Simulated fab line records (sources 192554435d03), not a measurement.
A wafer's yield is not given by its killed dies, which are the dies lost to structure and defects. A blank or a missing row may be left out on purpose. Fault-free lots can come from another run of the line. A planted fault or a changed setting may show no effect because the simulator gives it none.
fab line records ; flow n5Finfet
record lots=4; wafers=12; lastDay=16
route steps=1938 shown BEOL_M4@1099 BEOL_M5@1112 MIM_BOT_ETCH@1868 PASSIVATION@1936
lots that met no fault: from a run of the same line without faults
startH: the number of hours between the record's first day and the start of the first shown wafer of the lot ; waitH: how many hours have passed since the lot's step before this one ; " unchanged from the row above ; L1.1+2: a single row standing in for several wafers ; - no value present, or no start provided ; * or withheld: withheld ; < > ~ a bound
route shown NAME@n: NAME is a module with steps in the file, n the number in the route of the first one ; usual: mean/standard deviation of fault-free wafers ; same: alike in all rows ; chamber/n: place in a boat ; sites: the reading at each site ; _std_site: standard deviation across them ; _edge_site: the outer-site mean with the inner-site mean subtracted ; radiusMm: how far each site lies from the wafer's centre ; mask NAME#n: copy n ; behind: the most recent tool/chamber to have shaped the wafer ; hold: reason for holding the lot/hours on hold/outcome of the hold ; device: transistor that didn't switch, given as n, p or np ; end of line: the same wafers' tests at the end of the route ; for a step that has no rows: nothing shown but its recipe ; killed: the dies lost at the first sort to structure and to defects; this is not the yield of the wafer ; map: a wafer's dies, x killed, . not, _ none there
set.NAME: the setting the step ran with; set.NAME@STEP: the setting that earlier step ran with ; model.NAME: the simulator's own value behind a step, which no gauge read
certain route steps with their lots: each step a table, each wafer a row
services: a tool's chamber out of use, with start hour (startH, from the record's first day; less than 0 if before it), hours out, and reason
## steps
# step N5_BEOL_M4_ANNEAL_95
# recipe tempC=400; timeS=240; ambient=vacuum
# step N5_BEOL_M4_SPUTTER_96
# recipe material=Cu; targetThkA=45; tempC=-20; chamberPressurePa=0.07; powerW=withheld; timeS=8.29
# step N5_BEOL_M4_ECD_50
# recipe material=Cu; targetThkA=3000
# step N5_BEOL_M4_ANNEAL_51
# recipe tempC=225; timeS=90; ambient=N2
# step N5_BEOL_M4_CMP_52
# recipe stopOn=SiOC; tOverpolishS=6.8; downForcePsi=1; platenRpm=50; clearingPlatenDownForcePsi=1.5; clearingPlatenRpm=50; postCmpClean=cuAlkaline; targetThkNm=40; clearingPlatenPadVelocityMS=0.99484; padVelocityMS=0.99484
# step N5_BEOL_M4_PRE_CLEAN_60
# recipe gas=NH3/H2; timeS=15; tempC=*; rfPowerW=300
# step N5_BEOL_M4_CO_CAP_55
# recipe material=Co; targetThkA=20; tempC=200; precursor=CCTBA/H2; pressureTorr=30; timeS=102.1
# step N5_BEOL_M4_PRE_CLEAN_56
# recipe gas=NH3; timeS=15; tempC=withheld; rfPowerW=300
# step N5_BEOL_M4_DEP_57
# recipe material=SiCN; targetThkA=80; tempC=withheld; precursor=3MS/NH3; pressureTorr=3; rfW=202; timeS=14
# step N5_BEOL_M4_RC_MEAS_101
# usual DIBL_N=35.8/1.5; DIBL_P=35.8/1.7; IOFF_N=0.151/0.022; IOFF_P=0.204/0.027; ION_N=673/8.6; ION_P=462/5.4; SS_N=71.4/0.54; SS_P=73.3/0.56; VT_N=250.5/2.6; VT_P=-251/3.1
lot.wafer;tool;chamber;startH;waitH;DIBL_N[mV/V];DIBL_P[mV/V];IOFF_N[nA/um];IOFF_P[nA/um];ION_N[uA/um];ION_P[uA/um];SS_N[mV/dec];SS_P[mV/dec];VT_N[mV];VT_P[mV]
L391.1;prober-02;0;205.05;0.0;35.7;35.5;0.147;0.219;674;469;71.6;73.5;250.2;-248
L391.2;prober-02;0;205.05;0.0;34.8;35.3;0.128;0.222;651;465;71.6;73.3;251.7;-247
L391.6;prober-02;0;205.05;0.0;34.8;34.8;0.132;0.216;675;472;71.3;72.5;251.0;-250
L394.1;prober-02;0;226.62;0.0;35.4;35.4;0.145;0.207;673;462;70.7;73.0;249.1;-248
L394.2;prober-02;0;226.62;0.0;36.2;36.1;0.162;0.213;673;466;71.8;73.3;249.1;-252
L394.4;prober-02;0;226.62;0.0;36.0;36.8;0.155;0.227;667;465;71.5;73.5;249.0;-248
L396.2;prober-02;0;235.40;0.2;37.7;36.1;0.172;0.232;688;468;72.0;73.9;246.9;-248
L396.3;prober-02;0;235.40;0.2;36.6;35.4;0.158;0.226;675;468;71.0;73.9;250.1;-249
L396.5;prober-02;0;235.40;0.2;37.9;36.0;0.177;0.229;683;467;71.5;73.4;247.4;-248
L403.3;prober-01;0;278.07;0.3;35.6;34.3;0.131;0.181;668;462;71.0;72.7;252.2;-252
L403.5;prober-01;0;278.07;0.3;35.3;34.1;0.130;0.174;658;453;70.7;72.9;253.3;-251
L403.6;prober-01;0;278.07;0.3;37.0;36.2;0.151;0.195;661;456;71.8;73.0;251.5;-253
# step N5_BEOL_M5_ILD_DEP_00
# recipe material=SiCOH_lowk; targetThkA=1406.4; tempC=300; precursor=DEMS/porogen; pressureTorr=5; rfW=500; timeS=25.9
# step N5_BEOL_M5_CURE_79
# recipe tempC=385; timeS=240; ambient=He/Ar; material=SiCOH_lowk
# step N5_BEOL_M5_PECVD_70
# recipe material=SiO2; targetThkA=160; tempC=400; precursor=TEOS/O2; pressureTorr=5.5; rfW=450; teosFlowSccm=53.8; gas=O2; flowSccm=3000; timeS=18
# step N5_BEOL_M5_HM_DEP_02
# recipe material=TiN; targetThkA=200; tempC=25; chamberPressurePa=0.49996
# step N5_BEOL_M5_COAT_59
# recipe resist=SOC; tempC=250; timeS=60; spinRpm=1500; resistThkNm=60
# step N5_BEOL_M5_COAT_60
# recipe resist=SiARC; tempC=220; timeS=60; spinRpm=1500; resistThkNm=12
# step N5_BEOL_M5_COAT_71
# recipe resist=underlayer; tempC=205; timeS=60; spinRpm=1500; resistThkNm=5
# step N5_BEOL_M5_COAT_05
# recipe resist=CAR-EUV; spinRpm=1500; resistThkNm=30
# step N5_BEOL_M5_EBR_07
# recipe solvent=PGMEA; ebrWidthMm=1.5
# step N5_BEOL_M5_SOFTBAKE_06
# recipe tempC=110; timeS=60; resist=CAR-EUV
# step N5_BEOL_M5_EXPOSE_08
# recipe maskId=M5; na=0.33; sourceShape=annular; sigmaInner=0.4; sigmaOuter=0.8; polarization=unpolarized; targetCdNm=28; doseMj=35.75
# step N5_BEOL_M5_PEB_09
# recipe pebTempC=100; pebTimeS=60; resist=CAR-EUV
# step N5_BEOL_M5_DEVELOP_10
# recipe developTimeS=30; developer=TMAH; resist=CAR-EUV; rinseLiquid=surfactantRinse; dry=airSpin; devTempC=23
# step N5_BEOL_M5_DESCUM_16
# recipe chemistry=O2; timeS=7; sourcePowerW=50; biasPowerW=20; pressureMtorr=20; rfFrequencyHz=2.712e+07; tempC=40; resist=CAR-EUV; o2FlowSccm=225
# step N5_BEOL_M5_ETCH_72
# recipe chemistry=N2/H2; target=underlayer; targetDepthA=65; maskMaterial=CAR-EUV; timeS=5.2; ionEnergyEv=200; pressureMtorr=30; sourceW=840; biasW=150; n2FlowSccm=200; h2FlowSccm=200; ends=cleared
# step N5_BEOL_M5_ETCH_61
# recipe chemistry=CF4; target=SiARC; targetDepthA=156; maskMaterial=CAR-EUV; timeS=26; ionEnergyEv=80; pressureMtorr=40; sourceW=545; biasW=36; Ar_flow_sccm=100; cf4FlowSccm=100; ends=cleared
# step N5_BEOL_M5_ETCH_62
# recipe chemistry=N2/H2; target=SOC; targetDepthA=750; overetchA=150; maskMaterial=SiARC; tempC=40; timeS=112.5; ionEnergyEv=200; pressureMtorr=30; sourceW=840; biasW=150; n2FlowSccm=200; h2FlowSccm=200
# step N5_BEOL_M5_STRIP_63
# recipe chemistry=N2/H2; tempC=40; n2FlowSccm=200; h2FlowSccm=200; rfFrequencyHz=6e+07
# step N5_BEOL_M5_STRIP_73
# recipe chemistry=N2/H2; tempC=40; n2FlowSccm=200; h2FlowSccm=200; rfFrequencyHz=6e+07
# step N5_BEOL_M5_STRIP_64
# recipe chemistry=CF4; resist=SiARC; powerW=300; biasPowerW=75; pressureMtorr=50; cf4FlowSccm=150; rfFrequencyHz=6e+07
# step N5_BEOL_M5_HM_OPEN_17
# recipe chemistry=Cl2/BCl3; targetDepthA=200; overetchA=60; target=TiN; maskMaterial=SOC; ionEnergyEv=150; pressureMtorr=10; icpW=1000; biasW=126; Cl2_flow_sccm=53.25; bcl3FlowSccm=21.75; Ar_flow_sccm=25
# step N5_BEOL_M5_STRIP_19
# recipe chemistry=O2; powerW=400; tempC=40; pressureMtorr=30; rfFrequencyHz=6e+07; biasPowerW=0; overashFraction=0.2; o2FlowSccm=225
# step N5_BEOL_M5_COAT_65
# recipe resist=SOC; tempC=250; timeS=60; spinRpm=1500; resistThkNm=60
# step N5_BEOL_M5_COAT_66
# recipe resist=SiARC; tempC=220; timeS=60; spinRpm=1500; resistThkNm=12
# step N5_MIM_BOT_ETCH_ETCH_00
# recipe chemistry=Cl2/BCl3; target=TiN; targetDepthA=455; ionEnergyEv=150; pressureMtorr=10; icpW=1000; biasW=126; Cl2_flow_sccm=53.25; bcl3FlowSccm=21.75; Ar_flow_sccm=25
# usual chamberPressureMTorr=10.000/0.0091; drypumpMotorCurrentA=5.6/0.53; heBacksideLeakSccm=3.48/0.29; oes_ar_750_au=0.79/0.044; oesProductAu=0.79/0.045; rfFwdPowerW=993/3.1; throttleValvePct=21.96/0.16
lot.wafer;tool;chamber;startH;waitH;chamberPressureMTorr;drypumpMotorCurrentA;heBacksideLeakSccm;oes_ar_750_au;oesProductAu;rfFwdPowerW;rfHoursCounterH;throttleValvePct;model.etch.depthNm;model.MIM_BOT_ETCH.cdOffsetNm
L391.1;rieMetal-03;0;300.22;0.1;10.030;6.2;3.58;0.83;0.83;992;35;21.74;47.07;-0.2
L391.2;rieMetal-03;1;300.22;0.1;9.995;5.5;3.75;0.86;0.86;992;16;21.85;45.9;-0.2
L391.6;rieMetal-03;1;300.22;0.1;9.985;5.4;3.92;0.86;0.86;994;-;21.85;45.87;-0.4
L394.1;rieMetal-03;1;312.08;0.1;9.999;5.5;3.68;0.63;0.74;751;17;22.02;36.43;0.4
L394.2;rieMetal-03;0;312.08;0.1;10.000;6.3;3.60;0.83;0.83;995;35;21.76;47.27;0
L394.4;rieMetal-03;0;312.08;0.1;9.992;6.3;3.35;0.83;0.82;993;-;21.75;47.11;-0.2
L396.2;rieMetal-03;0;325.94;0.1;10.011;6.3;3.82;0.81;0.82;990;37;21.77;47.25;-0.2
L396.3;rieMetal-03;1;325.94;0.1;9.997;5.5;3.65;0.63;0.74;757;-;22.04;36.44;0.6
L396.5;rieMetal-03;0;325.94;0.1;10.004;6.3;3.77;0.82;0.83;985;-;21.74;47.79;0
L403.3;rieMetal-01;1;376.70;0.1;10.004;5.7;3.47;0.72;0.73;995;-;21.99;46.39;0
L403.5;rieMetal-01;1;376.70;0.1;9.999;5.6;3.44;0.72;0.72;991;-;21.97;46.23;-0.2
L403.6;rieMetal-01;0;376.70;0.1;9.997;6.3;3.48;0.82;0.82;988;-;22.05;46.18;-0.2
# step N5_PASSIVATION_PROBE_49
# usual defectLimitedYield=91.3/1.4; killed_at_M0_to_M3=33/10; killed_at_M4_up=15/6.1; killedAtContacts=12/6.7; killedAtFrontEnd=39/11; killedAtOther=4/3.3; killedDies=103/16; killedOpen=68/12; killedShort=34/7.2; sort_bin_5_function=5.1/0.88; sort_bin_6_memory=3.3/0.67; sortNPass=1077/16; sortYieldPct=91.3/1.4
# same grossDies=1180; killedAtBackSide=0; sort_bin_4_leakage[%]=0; sort_bin_8_speed[%]=0
lot.wafer;tool;chamber;startH;waitH;defectLimitedYield[%];killed_at_M0_to_M3;killed_at_M4_up;killedAtContacts;killedAtFrontEnd;killedAtOther;killedDies;killedOpen;killedShort;sort_bin_5_function[%];sort_bin_6_memory[%];sortNPass;sortYieldPct[%]
L394.1;prober-02;-;321.42;0.0;86.5;25;18;13;49;54;159;60;46;10.7;2.6;1021;86.5
L396.3;prober-02;-;335.56;0.1;88.9;40;11;6;31;43;131;65;26;7.5;3.3;1049;88.9
# killed by level:class
L394.1 MIM_BOT_ETCH:areaEtch=52 STI_FIN_REVEAL:geometricParticle:open=13 FIN_SAQP:geometricParticle:short=11 MOL_CONTACT_COAG:geometricParticle:open=9 FIN_SAQP:geometricParticle:open=7 BEOL_M1:geometricParticle:open=7 GATE_CUT:geometricParticle:short=6 BEOL_M4:geometricParticle:open=6
L396.3 MIM_BOT_ETCH:areaEtch=40 BEOL_M2:geometricParticle:open=12 FIN_SAQP:geometricParticle:open=10 BEOL_M0_SAQP:geometricParticle:short=9 BEOL_M0_SAQP:geometricParticle:open=7 MOL_CONTACT_COAG:geometricParticle:open=6 BEOL_M3:geometricParticle:open=5 FIN_SAQP:geometricParticle:short=4
# map L394.1 (x killed, . not)
_________________......xx....________________
______________.................._____________
___________.x...x.........x........__________
__________...x.............x.x..x..._________
________.............................._______
_______..................x....x........______
______...................x..........x..._____
_____...x........xx.............x....x...____
____.......x....x...x.......x...x.........___
___.............x...x........x.............__
___x...x....x..x....xx.x.....x..xx......x..__
__.x.................x...x...xx............._
__....x....x.x..x..........x....x.....xx...._
_...x....x............x...x......x...........
_....................xx..x...x...............
_...xx.......................x...xx..xx......
_..x......xx....x...................x.x......
_..x...x.......x.........x.x...x.x....x......
_..x.......x...x...x.....x.x.................
_x............x..xx...xx.xx.xx....x..........
_....x.......xxxx.x.x...x...x................
__..........xxxx.......x..x.x...xx....x....._
__..x......x.x..x..............x....x......._
___....xx.......x...x.......x..............__
___..x......x...x..........x..x.xx.....x...__
____...........................x.....x..x.___
_____..x..x.x.............x............x.____
______.........x................xx......_____
_______.....x..x.......................______
________..x.......x....x....x........._______
__________.x..x................x...._________
___________.....xx.................__________
______________.................._____________
_________________.....x....x.________________
# map L396.3 (x killed, . not)
_________________.....x......________________
______________.........x........_____________
___________..................x.....__________
__________x...........x............._________
________.x.....x...x..x......x........_______
_______................x........x......______
______........x.....................x..._____
_____..........x............x............____
____................x....................x___
___...........x.......x..x...............x.__
___...........xxx......x......x..x....x....__
__x..x....................xx...x......x.x..._
__...............x.........................._
_....................x....x....x..x.....x....
_.....x...x..x..x........x.....x....x.x......
_......x............xxx....................x.
_......................x...x..x..............
_.x...x...........x....x.x.xx....x..x........
_..............xx.xxxx...x..x.........x......
_...............x....xxx.xx............x.....
_....x............x.x..x..x..................
__x....x.x.............xx..x................_
__..............x...xx.........x............_
___.x....x......x...x......................__
___xx.........xx..........x................__
____.x.......x......xx.............x......___
_____x..................x..........x.....____
______.x............x..............xx..._____
_______...................x............______
________.............x.........x...x.._______
__________.........xx..............._________
___________...................x....__________
______________.....x....x...x..._____________
_________________.....xx.....________________
## services
tool;chamber;startH;hours;kind
rieMetal-01;-;296.34;2.8;pm
rieMetal-01;0;317.84;18.3;repair
rieMetal-01;-;319.84;1.1;repair
## key
firstSign step=N5_MIM_BOT_ETCH_ETCH_00; reading=rfFwdPowerW; direction=down; sigmas=77; usual=*; struck=*
effect step=N5_MIM_BOT_ETCH_ETCH_00; reading=oes_ar_750_au; direction=down; sigmas=3.7; usual=0.79; struck=0.63
effect step=N5_PASSIVATION_PROBE_49; reading=killedAtOther; direction=up; sigmas=14; usual=4; struck=48
modelEffect step=N5_MIM_BOT_ETCH_ETCH_00; value=etch.depthNm; without=46.28; struck=36.43
moreKillsBornAt N5_MIM_BOT_ETCH_ETCH_00@rieMetal-03=92
metAt N5_MIM_BOT_ETCH_ETCH_00
struckWafers L394.1,L396.3
onsetBetween 300.22 312.08
fault kind=processParameterDrift; tool=rieMetal-03; chamber=1; onsetH=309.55; steps=N5_MIM_BOT_ETCH_ETCH_00; channel=icpW; offset=-240; shape=step; endH=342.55; actsIn=theseRecipesOnly; stated=1000
